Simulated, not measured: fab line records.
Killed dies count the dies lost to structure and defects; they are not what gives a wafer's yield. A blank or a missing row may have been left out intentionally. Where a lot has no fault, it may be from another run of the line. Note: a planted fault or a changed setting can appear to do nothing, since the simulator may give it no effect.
fab line records	flow n5_finfet
record: lots: 24	wafers: 72	last_day: 17
route steps=1938 shown HKMG_FIN@420
lots with no fault: from the same line, run without faults
start_h: the number of hours between the record's first day and the start of the first shown wafer of the lot	wait_h: hours since the lot's step before	" unchanged from the row above	L1.1+2: a single row standing in for several wafers	- no value, or no start given	* or withheld: withheld	< > ~ a bound
route shown NAME@n: a module of which the file shows steps, and the number in the route of the first	usual: the fault-free wafers' mean and standard deviation	same: alike in all rows	chamber/n: place in a boat	sites: the reading at each site	_std_site: how widely they spread, as a standard deviation	_edge_site: the outer-site mean with the inner-site mean subtracted	radius_mm: for every site, how far away it sits from the centre of the wafer	mask NAME#n: copy n	behind: the tool/chamber that last shaped the wafer	hold: cause of the lot's hold/its duration in hours/its outcome	device: the n, p or np transistor that did not switch	end of line: tests run on the same wafers once the route is complete	for a step that has no rows: nothing shown but its recipe	killed: not the wafer's yield, but the dies lost to structure and defects at the first sort	map: dies across one wafer; x = killed, . = not, _ = none there
set.NAME: the setting as run; set.NAME@STEP: as run at that earlier step	model.NAME: the simulator's own value behind a step, which no gauge read
steps of the route over a sample of lots; a table a step, a row a wafer
services: from which hour (start_h, from the record's first day; less than 0 if before it) a tool's chamber was out of use, for how many hours, and why
== steps ==
step: N5_HKMG_FIN_THK_MEAS_70
recipe: thk_meas_gauge: xrf	reads: HfO2_of_HKMG_FIN_HK_ALD_01
usual: HK_THK: 1.600/0.019
lot.wafer	tool	chamber	start_h	wait_h	HK_THK[nm]
L074.3	film_metro-02	-	72.23	0.2	1.609
L074.4	"	-	"	"	1.594
L074.6	"	-	"	"	1.617
L075.3	film_metro-01	-	80.42	0.2	1.613
L075.4	"	-	"	"	1.607
L075.5	"	-	"	"	1.602
L076.2	film_metro-01	-	87.30	0.2	1.602
L076.5	"	-	"	"	1.613
L076.6	"	-	"	"	1.625
L077.1	film_metro-02	-	93.12	0.2	1.573
L077.4	"	-	"	"	1.613
L077.5	"	-	"	"	1.593
L078.2	film_metro-01	-	100.87	0.2	1.615
L078.5	"	-	"	"	1.619
L078.6	"	-	"	"	1.611
L079.2	film_metro-01	-	102.82	0.2	1.606
L079.3	"	-	"	"	1.621
L079.6	"	-	"	"	1.602
L080.2	film_metro-01	-	111.26	0.2	1.610
L080.3	"	-	"	"	1.596
L080.4	"	-	"	"	1.586
L081.1	film_metro-01	-	115.68	0.2	1.610
L081.3	"	-	"	"	1.611
L081.4	"	-	"	"	1.612
L082.2	film_metro-02	-	121.59	0.2	1.619
L082.3	"	-	"	"	1.574
L082.4	"	-	"	"	1.601
L083.1	film_metro-01	-	126.86	0.2	1.605
L083.5	"	-	"	"	1.602
L083.6	"	-	"	"	1.608
L084.1	film_metro-01	-	134.43	0.2	1.594
L084.5	"	-	"	"	1.613
L084.6	"	-	"	"	1.611
L085.2	film_metro-01	-	145.33	0.2	1.599
L085.3	"	-	"	"	1.591
L085.4	"	-	"	"	1.604
L086.2	film_metro-02	-	151.37	0.2	1.600
L086.3	"	-	"	"	1.631
L086.6	"	-	"	"	1.562
L087.2	film_metro-01	-	156.62	0.2	1.600
L087.4	"	-	"	"	1.608
L087.5	"	-	"	"	1.586
L088.3	film_metro-02	-	166.30	0.2	1.586
L088.4	"	-	"	"	1.559
L088.6	"	-	"	"	1.617
L089.2	film_metro-02	-	167.99	0.2	1.580
L089.5	"	-	"	"	1.623
L089.6	"	-	"	"	1.600
L090.1	film_metro-02	-	171.92	0.2	1.588
L090.5	"	-	"	"	1.622
L090.6	"	-	"	"	1.610
L091.2	film_metro-02	-	178.35	0.2	1.568
L091.5	"	-	"	"	1.600
L091.6	"	-	"	"	1.575
L092.1	film_metro-02	-	188.47	0.2	1.596
L092.2	"	-	"	"	1.605
L092.4	"	-	"	"	1.615
L093.1	film_metro-02	-	190.56	0.2	1.557
L093.3	"	-	"	"	1.592
L093.6	"	-	"	"	1.550
L094.2	film_metro-02	-	197.21	0.2	1.633
L094.4	"	-	"	"	1.611
L094.5	"	-	"	"	1.604
L095.4	film_metro-01	-	202.45	0.2	1.610
L095.5	"	-	"	"	1.600
L095.6	"	-	"	"	1.612
L096.2	film_metro-02	-	207.76	0.2	1.612
L096.4	"	-	"	"	1.581
L096.6	"	-	"	"	1.610
L097.4	film_metro-02	-	215.75	0.2	1.602
L097.5	"	-	"	"	1.609
L097.6	"	-	"	"	1.595
step: N5_HKMG_FIN_DESCUM_17
recipe: chemistry: O2	time_s: 7.9	source_power_w: 50	bias_power_w: 20	pressure_mtorr: 20	rf_frequency_hz: 2.712e+07	temp_c: 40	resist: CAR-ArF	o2_flow_sccm: 225
usual: drypump_motor_current_A: 5.8/0.37	oes_product_au: 0.79/0.11	rf_vpp_V: 243.4/1.6	showerhead_plenum_p_Torr: 2.11/0.084	temp_c: 40.01/0.12	throttle_valve_pct: 20.51/0.24
lot.wafer	tool	chamber	start_h	wait_h	drypump_motor_current_A	oes_product_au	rf_hours_counter_h	rf_vpp_V	showerhead_plenum_p_Torr	temp_c	throttle_valve_pct
L074.3	rie_diel-06	0	73.07	0.0	5.7	0.71	217	242.6	1.98	39.85	20.60
L074.4	"	1	"	"	5.2	0.76	153	244.5	2.18	40.08	20.71
L074.6	"	1	"	"	5.2	0.75	-	243.5	2.18	39.94	20.70
L075.3	rie_diel-05	3	81.93	0.6	5.7	0.69	235	241.7	2.07	39.80	20.72
L075.4	"	2	"	"	6.0	0.71	195	242.8	2.16	40.13	20.73
L075.5	"	3	"	"	5.7	0.69	-	244.0	2.07	40.03	20.73
L076.2	rie_diel-06	1	88.13	0.0	5.2	0.76	158	243.5	2.18	39.91	20.72
L076.5	"	1	"	"	5.2	0.75	-	244.8	2.18	40.27	20.71
L076.6	"	0	"	"	5.7	0.70	-	242.8	1.98	40.02	20.61
L077.1	rie_diel-05	1	94.39	0.3	5.5	0.68	233	242.5	2.06	39.95	20.47
L077.4	"	3	"	"	5.7	0.69	239	242.7	2.07	40.04	20.74
L077.5	"	3	"	"	5.7	0.69	-	243.2	2.07	40.09	20.73
L078.2	rie_diel-02	2	101.83	0.0	5.7	0.78	103	239.4	2.02	39.85	20.61
L078.5	"	0	"	"	6.1	0.70	-	241.2	2.06	40.03	20.44
L078.6	"	3	"	"	6.6	0.83	-	244.8	2.22	40.09	20.21
L079.2	rie_diel-06	3	103.66	0.0	5.6	0.68	220	242.8	2.07	40.01	20.67
L079.3	"	0	"	"	5.7	0.71	229	242.0	1.97	40.08	20.61
L079.6	"	0	"	"	5.7	0.70	-	241.0	1.97	40.06	20.62
L080.2	rie_diel-06	1	112.29	0.1	5.2	0.75	167	244.5	2.17	40.08	20.72
L080.3	"	3	"	"	5.6	0.69	222	241.9	2.07	40.04	20.65
L080.4	"	0	"	"	5.7	0.71	232	242.2	1.97	39.90	20.61
L081.1	rie_diel-02	0	116.90	0.3	6.2	0.69	241	243.0	2.05	40.11	20.46
L081.3	"	3	"	"	6.5	0.81	70	244.9	2.21	40.00	20.20
L081.4	"	2	"	"	5.7	0.77	108	243.4	2.02	40.08	20.65
L082.2	rie_diel-05	1	122.55	0.0	5.4	0.67	244	242.3	2.06	39.93	20.50
L082.3	"	0	"	"	5.7	0.86	38	244.3	2.22	40.02	20.75
L082.4	"	3	"	"	5.7	0.69	-	242.2	2.07	39.76	20.74
L083.1	rie_diel-02	1	128.02	0.2	5.6	0.70	240	245.2	2.06	39.99	20.51
L083.5	"	1	"	"	5.7	0.70	-	244.1	2.06	40.12	20.51
L083.6	"	0	"	"	6.1	0.69	-	241.5	2.05	40.03	20.47
L084.1	rie_diel-02	0	135.40	0.0	6.1	0.68	248	242.4	2.05	40.20	20.48
L084.5	"	2	"	"	5.6	0.77	-	240.8	2.02	40.03	20.64
L084.6	"	1	"	"	5.6	0.70	-	243.0	2.06	39.95	20.50
L085.2	rie_diel-05	2	146.93	0.7	6.0	0.70	216	244.3	2.15	40.13	20.76
L085.3	"	0	"	"	5.8	0.87	44	244.3	2.22	40.06	20.75
L085.4	"	2	"	"	6.0	0.70	-	244.6	2.15	40.07	20.77
L086.2	rie_diel-05	3	152.21	0.0	5.7	0.98	3	243.2	2.07	40.17	20.31
L086.3	"	0	"	"	5.7	0.85	47	244.4	2.22	40.01	20.76
L086.6	"	2	"	"	6.0	0.69	-	244.5	2.15	40.12	20.77
L087.2	rie_diel-05	0	157.89	0.5	5.8	0.85	50	244.7	2.21	39.96	20.77
L087.4	"	3	"	"	5.7	0.98	-	240.7	2.07	40.17	20.33
L087.5	"	0	"	"	5.7	0.86	-	245.6	2.21	39.85	20.77
L088.3	rie_diel-06	3	167.14	0.0	5.6	0.68	246	242.8	2.06	40.04	20.70
L088.4	"	0	"	"	5.7	0.69	248	240.6	1.97	40.08	20.65
L088.6	"	2	"	"	6.3	0.97	-	244.4	2.23	40.06	20.00
L089.2	rie_diel-02	0	168.82	0.0	6.1	0.96	8	242.2	2.05	40.11	20.17
L089.5	"	0	"	"	6.1	0.94	-	243.8	2.05	40.22	20.16
L089.6	"	3	"	"	6.6	0.80	-	242.7	2.21	39.87	20.25
L090.1	rie_diel-02	2	172.76	0.0	5.7	0.75	131	241.0	2.01	39.80	20.66
L090.5	"	3	"	"	6.5	0.79	-	244.8	2.20	39.89	20.24
L090.6	"	2	"	"	5.7	0.76	-	241.4	2.01	39.88	20.67
L091.2	rie_diel-02	1	179.19	0.0	5.6	0.96	5	241.1	2.05	40.06	20.15
L091.5	"	2	"	"	5.7	0.76	-	242.7	2.01	40.03	20.67
L091.6	"	1	"	"	5.6	0.96	-	242.4	2.05	39.98	20.15
L092.1	rie_diel-05	3	189.31	0.0	5.7	0.93	17	242.5	2.06	39.86	20.34
L092.2	"	2	"	"	6.0	0.68	234	243.6	2.14	40.02	20.78
L092.4	"	0	"	"	5.8	0.84	61	243.9	2.21	40.02	20.78
L093.1	rie_diel-06	2	191.53	0.0	6.3	0.94	14	245.4	2.22	40.02	20.03
L093.3	"	1	"	"	5.2	0.72	201	244.3	2.16	40.28	20.77
L093.6	"	1	"	"	5.2	0.72	-	244.0	2.16	40.36	20.78
L094.2	rie_diel-05	2	198.51	0.4	6.0	0.68	238	245.3	2.14	40.00	20.80
L094.4	"	1	"	"	5.5	0.99	9	240.7	2.05	40.24	20.15
L094.5	"	1	"	"	5.5	0.97	-	241.8	2.05	39.95	20.16
L095.4	rie_diel-06	1	203.56	0.0	5.1	0.71	-	244.6	2.16	40.02	20.78
L095.5	"	2	"	"	6.3	0.93	-	244.9	2.22	40.01	20.05
L095.6	"	0	"	"	5.7	0.95	-	244.5	2.23	39.95	20.33
L096.2	rie_diel-06	0	209.14	0.4	5.7	0.95	14	245.5	2.23	39.97	20.33
L096.4	"	0	"	"	5.7	0.94	-	245.5	2.23	40.05	20.34
L096.6	"	2	"	"	6.3	0.91	-	244.7	2.22	40.02	20.05
L097.4	rie_diel-06	0	216.78	0.1	5.7	0.94	17	246.6	2.22	40.03	20.33
L097.5	"	1	"	"	5.2	0.72	-	245.5	2.16	40.18	20.80
L097.6	"	2	"	"	6.3	0.91	-	244.8	2.22	40.06	20.06
step: N5_HKMG_FIN_STRIP_88
recipe: chemistry: N2/H2	power_w: 2500	temp_c: 300	h2_frac: 0.65	time_s: 360	pressure_mtorr: withheld	n2_flow_sccm: 1750	h2_flow_sccm: 3250
usual: drypump_motor_current_A: 5.6/0.41	heater_power_w: 449/59	temp_c: 300.03/0.21
lot.wafer	tool	chamber	start_h	wait_h	drypump_motor_current_A	heater_power_w	rf_hours_counter_h	temp_c
L074.3	plasma_asher-01	1	74.81	0.1	6.2	414	-	299.86
L074.4	"	0	"	"	5.1	406	-	299.91
L074.6	"	0	"	"	5.1	398	-	299.73
L075.3	plasma_asher-01	1	83.70	0.1	6.2	397	-	299.99
L075.4	"	0	"	"	5.2	409	-	299.86
L075.5	"	1	"	"	6.1	415	-	300.05
L076.2	plasma_asher-02	1	89.70	0.0	5.9	418	42	299.90
L076.5	"	1	"	"	5.9	429	-	299.98
L076.6	"	0	"	"	5.3	536	-	299.88
L077.1	plasma_asher-02	0	95.96	0.0	5.3	541	43	300.09
L077.4	"	0	"	"	5.3	542	-	300.00
L077.5	"	1	"	"	5.9	440	-	300.43
L078.2	plasma_asher-02	0	103.41	0.0	5.3	539	45	300.18
L078.5	"	0	"	"	5.3	535	-	299.98
L078.6	"	1	"	"	5.9	430	-	300.16
L079.2	plasma_asher-01	1	105.23	0.0	6.2	377	88	299.91
L079.3	"	0	"	"	5.1	418	-	300.05
L079.6	"	1	"	"	6.2	392	-	299.85
L080.2	plasma_asher-01	0	113.85	0.0	5.1	418	89	299.93
L080.3	"	0	"	"	5.1	415	-	299.94
L080.4	"	1	"	"	6.1	385	-	299.96
L081.1	plasma_asher-02	0	118.59	0.0	5.3	544	48	299.80
L081.3	"	0	"	"	5.3	549	-	299.83
L081.4	"	1	"	"	5.9	436	-	299.94
L082.2	plasma_asher-01	1	124.16	0.0	6.1	399	91	300.25
L082.3	"	1	"	"	6.1	402	-	300.13
L082.4	"	0	"	"	5.1	409	-	300.28
L083.1	plasma_asher-02	1	129.67	0.0	5.9	417	51	300.21
L083.5	"	1	"	"	6.0	426	-	300.07
L083.6	"	0	"	"	5.3	539	-	299.93
L084.1	plasma_asher-02	0	137.30	0.0	5.3	543	52	300.19
L084.5	"	1	"	"	5.9	418	-	300.26
L084.6	"	0	"	"	5.3	547	-	299.77
L085.2	plasma_asher-02	0	148.54	0.0	5.3	527	54	300.02
L085.3	"	1	"	"	5.9	423	-	300.01
L085.4	"	0	"	"	5.3	538	-	300.18
L086.2	plasma_asher-02	0	153.92	0.0	5.3	520	55	300.26
L086.3	"	1	"	"	5.9	422	-	300.28
L086.6	"	1	"	"	5.9	427	-	300.08
L087.2	plasma_asher-01	1	159.57	0.0	6.1	404	97	299.63
L087.4	"	1	"	"	6.1	395	-	299.45
L087.5	"	0	"	"	5.1	404	-	300.37
L088.3	plasma_asher-01	1	168.93	0.1	6.1	402	-	299.80
L088.4	"	0	"	"	5.1	403	-	300.08
L088.6	"	1	"	"	6.2	399	-	300.11
L089.2	plasma_asher-01	1	170.40	0.0	6.2	394	100	299.60
L089.5	"	1	"	"	6.2	400	-	299.67
L089.6	"	0	"	"	5.1	404	-	300.12
L090.1	plasma_asher-02	1	174.33	0.0	6.0	425	59	300.10
L090.5	"	0	"	"	5.3	516	-	300.17
L090.6	"	1	"	"	6.0	428	-	300.16
L091.2	plasma_asher-01	1	180.77	0.0	6.2	398	102	299.92
L091.5	"	1	"	"	6.2	400	-	299.97
L091.6	"	0	"	"	5.1	414	-	300.12
L092.1	plasma_asher-01	0	190.88	0.0	5.1	416	104	299.92
L092.2	"	1	"	"	6.1	396	104	300.06
L092.4	"	1	"	"	6.2	393	-	299.78
L093.1	plasma_asher-02	0	193.23	0.0	5.3	534	63	299.88
L093.3	"	1	"	"	5.9	438	-	300.22
L093.6	"	1	"	"	5.9	416	-	300.16
L094.2	plasma_asher-02	0	200.20	0.0	5.3	552	65	300.03
L094.4	"	1	"	"	5.9	422	-	299.93
L094.5	"	0	"	"	5.3	531	-	299.83
L095.4	plasma_asher-02	0	205.40	0.1	5.3	542	-	300.25
L095.5	"	0	"	"	5.3	539	-	300.22
L095.6	"	1	"	"	5.9	431	-	300.09
L096.2	plasma_asher-02	0	210.71	0.0	5.3	536	67	299.92
L096.4	"	1	"	"	5.9	411	-	299.90
L096.6	"	0	"	"	5.3	536	-	300.06
L097.4	plasma_asher-02	0	218.47	0.2	5.3	552	-	300.12
L097.5	"	0	"	"	5.3	540	-	300.24
L097.6	"	1	"	"	5.9	417	-	299.99
step: N5_HKMG_FIN_ALD_71
recipe: material: TiN	target_thk_a: 10	temp_c: 400	ald_precursor_family: TiCl4	ald_co_reactant: NH3	pulse_time_s: 1	purge_time_s: 3	co_reactant_purge_time_s: 2	co_reactant_pulse_time_s: 2	ald_cycles: 47	pressure_torr: 3
usual: heater_power_outer_w: 555/78	heater_power_w: 914/120	precursor_pulse_height_rel: 0.999/0.021
lot.wafer	tool	chamber	start_h	wait_h	heater_power_outer_w	heater_power_w	precursor_pulse_height_rel
L074.3	ald_metal-02	0	75.17	0.0	521	850	1.023
L074.4	"	2	"	"	610	1058	1.018
L074.6	"	0	"	"	528	846	0.990
L075.3	ald_metal-02	3	84.07	0.0	685	1132	0.995
L075.4	"	2	"	"	618	1088	0.994
L075.5	"	2	"	"	593	1059	1.002
L076.2	ald_metal-04	1	90.19	0.0	442	763	0.961
L076.5	"	1	"	"	439	762	1.004
L076.6	"	2	"	"	490	819	1.060
L077.1	ald_metal-04	0	96.45	0.0	437	717	1.004
L077.4	"	2	"	"	507	858	1.011
L077.5	"	0	"	"	438	700	0.998
L078.2	ald_metal-02	1	103.89	0.0	552	917	0.994
L078.5	"	2	"	"	598	1075	1.031
L078.6	"	3	"	"	679	1088	1.031
L079.2	ald_metal-01	2	105.72	0.0	592	969	0.998
L079.3	"	3	"	"	605	966	0.974
L079.6	"	0	"	"	490	887	1.020
L080.2	ald_metal-04	1	114.34	0.0	420	765	0.967
L080.3	"	3	"	"	561	878	1.000
L080.4	"	0	"	"	433	706	0.984
L081.1	ald_metal-02	0	119.07	0.0	521	830	1.010
L081.3	"	2	"	"	604	1065	1.035
L081.4	"	1	"	"	566	914	1.010
L082.2	ald_metal-04	2	124.64	0.0	491	836	1.000
L082.3	"	3	"	"	544	877	1.011
L082.4	"	0	"	"	436	709	0.992
L083.1	ald_metal-04	2	130.15	0.0	472	810	0.974
L083.5	"	2	"	"	491	814	0.990
L083.6	"	3	"	"	540	903	0.984
L084.1	ald_metal-04	3	137.78	0.0	554	885	1.003
L084.5	"	0	"	"	442	718	1.001
L084.6	"	3	"	"	547	853	0.966
L085.2	ald_metal-02	1	149.02	0.0	560	918	0.989
L085.3	"	2	"	"	621	1042	1.032
L085.4	"	3	"	"	669	1079	1.011
L086.2	ald_metal-02	3	154.40	0.0	676	1099	1.001
L086.3	"	1	"	"	562	925	0.968
L086.6	"	0	"	"	526	844	1.008
L087.2	ald_metal-01	1	160.05	0.0	700	1059	0.978
L087.4	"	3	"	"	629	984	0.991
L087.5	"	2	"	"	593	972	1.006
L088.3	ald_metal-01	2	169.29	0.0	577	952	0.979
L088.4	"	3	"	"	612	964	1.024
L088.6	"	0	"	"	491	895	1.025
L089.2	ald_metal-02	3	170.88	0.0	672	1103	1.002
L089.5	"	2	"	"	618	1069	0.994
L089.6	"	3	"	"	668	1082	1.008
L090.1	ald_metal-01	3	174.82	0.0	607	956	0.990
L090.5	"	2	"	"	582	973	0.994
L090.6	"	3	"	"	613	957	1.019
L091.2	ald_metal-02	0	181.25	0.0	533	829	0.992
L091.5	"	1	"	"	539	895	0.992
L091.6	"	2	"	"	600	1048	1.022
L092.1	ald_metal-01	2	191.36	0.0	586	970	1.015
L092.2	"	1	"	"	699	1066	1.042
L092.4	"	3	"	"	618	983	0.959
L093.1	ald_metal-01	1	193.71	0.0	689	1084	1.008
L093.3	"	2	"	"	604	970	0.994
L093.6	"	1	"	"	693	1087	0.969
L094.2	ald_metal-02	1	200.68	0.0	565	891	0.982
L094.4	"	2	"	"	593	1043	0.989
L094.5	"	1	"	"	559	914	0.953
L095.4	ald_metal-04	1	205.89	0.1	427	746	1.028
L095.5	"	0	"	"	447	698	0.991
L095.6	"	3	"	"	547	871	0.998
L096.2	ald_metal-02	0	211.19	0.0	523	827	1.008
L096.4	"	2	"	"	595	1060	0.978
L096.6	"	2	"	"	593	1059	0.985
L097.4	ald_metal-04	2	218.84	0.0	493	828	0.971
L097.5	"	1	"	"	431	747	1.030
L097.6	"	0	"	"	440	703	0.963
step: N5_HKMG_FIN_ETCHBACK_68
recipe: chemistry: Cl2/Ar	stop_on: HfO2	target_depth_a: 5	pressure_mtorr: 10	icp_w: 600	bias_w: 60	Cl2_flow_sccm: 40	Ar_flow_sccm: 60
usual: drypump_motor_current_A: 5.7/0.44	oes_ar_750_au: 0.68/0.089	oes_product_au: 0.67/0.09	throttle_valve_pct: 20.89/0.23
lot.wafer	tool	chamber	start_h	wait_h	drypump_motor_current_A	oes_ar_750_au	oes_product_au	rf_hours_counter_h	throttle_valve_pct
L074.3	rie_metal-02	1	75.81	0.1	5.3	0.88	0.89	-	20.75
L074.4	"	0	"	"	5.5	0.64	0.63	-	20.61
L074.6	"	0	"	"	5.5	0.64	0.64	-	20.62
L075.3	rie_metal-03	0	84.71	0.1	5.4	0.66	0.58	-	21.22
L075.4	"	1	"	"	5.7	0.62	0.62	-	21.06
L075.5	"	1	"	"	5.7	0.62	0.62	-	21.02
L076.2	rie_metal-01	0	90.79	0.0	6.8	0.82	0.82	24	20.51
L076.5	"	1	"	"	5.2	0.60	0.60	-	20.95
L076.6	"	0	"	"	6.8	0.82	0.82	-	20.52
L077.1	rie_metal-03	1	97.15	0.0	5.7	0.62	0.62	116	21.04
L077.4	"	1	"	"	5.7	0.62	0.62	-	21.03
L077.5	"	1	"	"	5.7	0.62	0.62	-	21.04
L078.2	rie_metal-02	0	104.53	0.1	5.6	0.64	0.63	-	20.62
L078.5	"	0	"	"	5.6	0.64	0.63	-	20.62
L078.6	"	0	"	"	5.6	0.64	0.63	-	20.64
L079.2	rie_metal-01	1	106.28	0.0	5.2	0.59	0.60	123	20.97
L079.3	"	1	"	"	5.2	0.60	0.61	-	20.96
L079.6	"	0	"	"	6.8	0.81	0.81	-	20.51
L080.2	rie_metal-02	0	114.90	0.0	5.5	0.63	0.63	112	20.64
L080.3	"	0	"	"	5.5	0.64	0.64	-	20.62
L080.4	"	1	"	"	5.4	0.86	0.87	-	20.74
L081.1	rie_metal-02	0	119.69	0.0	5.6	0.63	0.64	112	20.63
L081.3	"	1	"	"	5.3	0.87	0.86	-	20.75
L081.4	"	0	"	"	5.6	0.64	0.63	-	20.64
L082.2	rie_metal-03	0	125.30	0.0	5.4	0.65	0.65	98	21.12
L082.3	"	0	"	"	5.5	0.66	0.65	-	21.10
L082.4	"	1	"	"	5.7	0.62	0.61	-	21.04
L083.1	rie_metal-03	0	130.71	0.0	5.5	0.65	0.65	99	21.12
L083.5	"	0	"	"	5.5	0.65	0.65	-	21.13
L083.6	"	1	"	"	5.7	0.62	0.62	-	21.04
L084.1	rie_metal-01	1	138.34	0.0	5.2	0.59	0.60	125	20.98
L084.5	"	1	"	"	5.2	0.60	0.59	-	20.98
L084.6	"	0	"	"	6.8	0.80	0.80	-	20.53
L085.2	rie_metal-03	1	149.58	0.0	5.7	0.61	0.60	121	21.04
L085.3	"	0	"	"	5.4	0.65	0.64	-	21.13
L085.4	"	1	"	"	5.7	0.62	0.61	-	21.06
L086.2	rie_metal-02	1	155.08	0.0	5.3	0.84	0.84	13	20.74
L086.3	"	0	"	"	5.6	0.64	0.62	-	20.64
L086.6	"	1	"	"	5.3	0.85	0.84	-	20.76
L087.2	rie_metal-03	0	160.61	0.0	5.4	0.64	0.65	101	21.12
L087.4	"	0	"	"	5.4	0.65	0.64	-	21.13
L087.5	"	1	"	"	5.6	0.61	0.61	-	21.05
L088.3	rie_metal-03	0	169.89	0.1	5.4	0.64	0.64	-	21.14
L088.4	"	1	"	"	5.7	0.61	0.60	-	21.05
L088.6	"	1	"	"	5.7	0.60	0.61	-	21.06
L089.2	rie_metal-01	0	171.44	0.0	6.8	0.80	0.79	32	20.53
L089.5	"	1	"	"	5.2	0.59	0.59	-	20.99
L089.6	"	0	"	"	6.8	0.80	0.79	-	20.52
L090.1	rie_metal-03	1	175.42	0.0	5.7	0.61	0.60	123	21.07
L090.5	"	1	"	"	5.7	0.61	0.60	-	21.07
L090.6	"	0	"	"	5.4	0.64	0.64	-	21.13
L091.2	rie_metal-03	1	181.84	0.0	5.7	0.61	0.61	124	21.08
L091.5	"	0	"	"	5.5	0.64	0.63	-	21.14
L091.6	"	1	"	"	5.7	0.61	0.61	-	21.04
L092.1	rie_metal-02	1	192.06	0.0	5.4	0.83	0.83	16	20.77
L092.2	"	0	"	"	5.6	0.62	0.62	119	20.65
L092.4	"	0	"	"	5.6	0.63	0.62	-	20.65
L093.1	rie_metal-03	0	194.27	0.0	5.4	0.64	0.64	104	21.12
L093.3	"	0	"	"	5.4	0.64	0.64	-	21.13
L093.6	"	0	"	"	5.4	0.64	0.64	-	21.14
L094.2	rie_metal-02	1	201.30	0.0	5.4	0.82	0.83	18	20.76
L094.4	"	0	"	"	5.6	0.62	0.62	-	20.65
L094.5	"	1	"	"	5.3	0.82	0.83	-	20.76
L095.4	rie_metal-03	1	206.39	0.1	5.7	0.60	0.60	-	21.07
L095.5	"	0	"	"	5.4	0.64	0.64	-	21.14
L095.6	"	1	"	"	5.7	0.60	0.60	-	21.07
L096.2	rie_metal-03	0	212.01	0.0	5.4	0.64	0.63	106	21.14
L096.4	"	1	"	"	5.7	0.60	0.60	-	21.07
L096.6	"	0	"	"	5.5	0.64	0.63	-	21.15
L097.4	rie_metal-01	0	219.51	0.1	6.7	0.79	0.78	-	20.54
L097.5	"	0	"	"	6.7	0.79	0.79	-	20.50
L097.6	"	0	"	"	6.8	0.79	0.79	-	20.54
step: N5_HKMG_FIN_ALD_72
recipe: material: W	target_thk_a: 20	temp_c: 300	pressure_torr: 7.5	ald_precursor_family: WF6	ald_co_reactant: B2H6	pulse_time_s: 1	purge_time_s: 2	co_reactant_purge_time_s: 2	co_reactant_pulse_time_s: 3	ald_cycles: 7
usual: heater_power_outer_w: 248/24	heater_power_w: 451/43	precursor_pulse_height_rel: 1.001/0.019
lot.wafer	tool	chamber	start_h	wait_h	heater_power_outer_w	heater_power_w	precursor_pulse_height_rel
L074.3	cvd_w-02	1	76.68	0.2	257	486	1.023
L074.4	"	0	"	"	288	495	0.990
L074.6	"	1	"	"	258	494	0.992
L075.3	cvd_w-02	0	85.57	0.2	279	477	0.954
L075.4	"	1	"	"	256	505	0.995
L075.5	"	0	"	"	280	482	1.023
L076.2	cvd_w-02	0	91.68	0.2	282	487	0.985
L076.5	"	1	"	"	258	498	0.982
L076.6	"	0	"	"	274	478	1.012
L077.1	cvd_w-02	0	98.03	0.2	273	491	0.987
L077.4	"	1	"	"	264	508	0.995
L077.5	"	0	"	"	279	491	1.000
L078.2	cvd_w-02	0	105.49	0.2	274	484	1.017
L078.5	"	1	"	"	255	514	1.028
L078.6	"	0	"	"	280	484	0.983
L079.2	cvd_w-01	0	107.17	0.2	216	408	0.978
L079.3	"	0	"	"	210	393	1.069
L079.6	"	0	"	"	217	402	1.003
L080.2	cvd_w-01	1	115.79	0.2	240	430	1.008
L080.3	"	0	"	"	219	389	1.024
L080.4	"	1	"	"	234	418	1.012
L081.1	cvd_w-02	1	120.59	0.2	253	501	0.977
L081.3	"	1	"	"	265	506	0.987
L081.4	"	0	"	"	277	491	1.005
L082.2	cvd_w-01	1	126.18	0.2	235	418	0.983
L082.3	"	0	"	"	212	396	1.012
L082.4	"	1	"	"	239	422	1.005
L083.1	cvd_w-02	0	131.60	0.2	273	491	1.018
L083.5	"	1	"	"	253	503	0.975
L083.6	"	0	"	"	278	480	0.992
L084.1	cvd_w-01	1	139.22	0.2	235	419	0.993
L084.5	"	1	"	"	233	424	0.988
L084.6	"	0	"	"	209	396	0.995
L085.2	cvd_w-01	0	150.46	0.2	213	391	0.998
L085.3	"	1	"	"	249	439	1.038
L085.4	"	0	"	"	217	395	0.983
L086.2	cvd_w-01	1	155.96	0.2	235	423	0.983
L086.3	"	1	"	"	238	426	1.012
L086.6	"	1	"	"	238	437	1.013
L087.2	cvd_w-01	1	161.50	0.2	243	431	1.013
L087.4	"	1	"	"	239	438	1.000
L087.5	"	1	"	"	236	431	1.004
L088.3	cvd_w-02	0	170.76	0.2	278	483	1.020
L088.4	"	1	"	"	260	494	1.011
L088.6	"	0	"	"	283	475	1.005
L089.2	cvd_w-01	0	172.33	0.2	218	391	1.003
L089.5	"	1	"	"	241	424	0.982
L089.6	"	0	"	"	216	384	1.026
L090.1	cvd_w-01	0	176.30	0.2	217	396	1.024
L090.5	"	1	"	"	236	428	1.004
L090.6	"	0	"	"	218	392	0.991
L091.2	cvd_w-01	1	182.73	0.2	243	426	1.031
L091.5	"	1	"	"	241	419	0.985
L091.6	"	0	"	"	214	398	0.975
L092.1	cvd_w-01	1	192.94	0.2	246	441	0.979
L092.2	"	0	"	"	214	397	0.981
L092.4	"	1	"	"	243	430	0.986
L093.1	cvd_w-02	1	195.15	0.2	266	504	1.020
L093.3	"	0	"	"	282	494	1.006
L093.6	"	0	"	"	282	488	1.026
L094.2	cvd_w-02	0	202.19	0.2	281	488	0.997
L094.4	"	0	"	"	280	484	1.005
L094.5	"	1	"	"	259	499	1.035
L095.4	cvd_w-02	0	207.31	0.2	279	485	1.005
L095.5	"	1	"	"	261	503	0.967
L095.6	"	0	"	"	286	479	1.017
L096.2	cvd_w-01	1	212.90	0.2	239	438	1.004
L096.4	"	0	"	"	216	400	0.990
L096.6	"	1	"	"	245	435	1.008
L097.4	cvd_w-02	0	220.42	0.2	278	487	0.997
L097.5	"	1	"	"	256	500	1.003
L097.6	"	0	"	"	277	488	1.024
== services ==
tool	chamber	start_h	hours	kind
rie_diel-06	3	59.12	9.1	repair
rie_diel-05	-	63.33	2.8	pm
ald_metal-04	3	67.09	8.9	repair
rie_diel-02	3	67.92	1.4	repair
plasma_asher-01	-	78.79	3.6	repair
rie_diel-06	-	79.78	2.8	pm
rie_diel-05	-	86.39	1.6	repair
rie_metal-02	1	98.60	8.7	repair
rie_diel-05	2	100.46	3.0	repair
rie_diel-05	3	111.83	8.0	repair
rie_diel-05	2	116.00	12.2	repair
rie_diel-06	2	127.08	-	clean
rie_diel-06	2	127.08	-	consumable_replace:esc
ald_metal-04	0	129.40	5.1	repair
rie_diel-05	0	132.36	12.9	repair
rie_diel-06	0	144.48	15.5	repair
rie_diel-06	-	159.76	0.7	repair
ald_metal-04	-	174.30	1.4	repair
ald_metal-04	2	192.04	18.5	repair
rie_metal-01	0	192.64	4.8	repair
ald_metal-01	-	197.01	14.6	pm
ald_metal-04	-	197.69	6.0	pm
rie_metal-01	-	199.62	14.6	pm
rie_diel-05	-	202.85	11.3	repair
== key ==
fault none
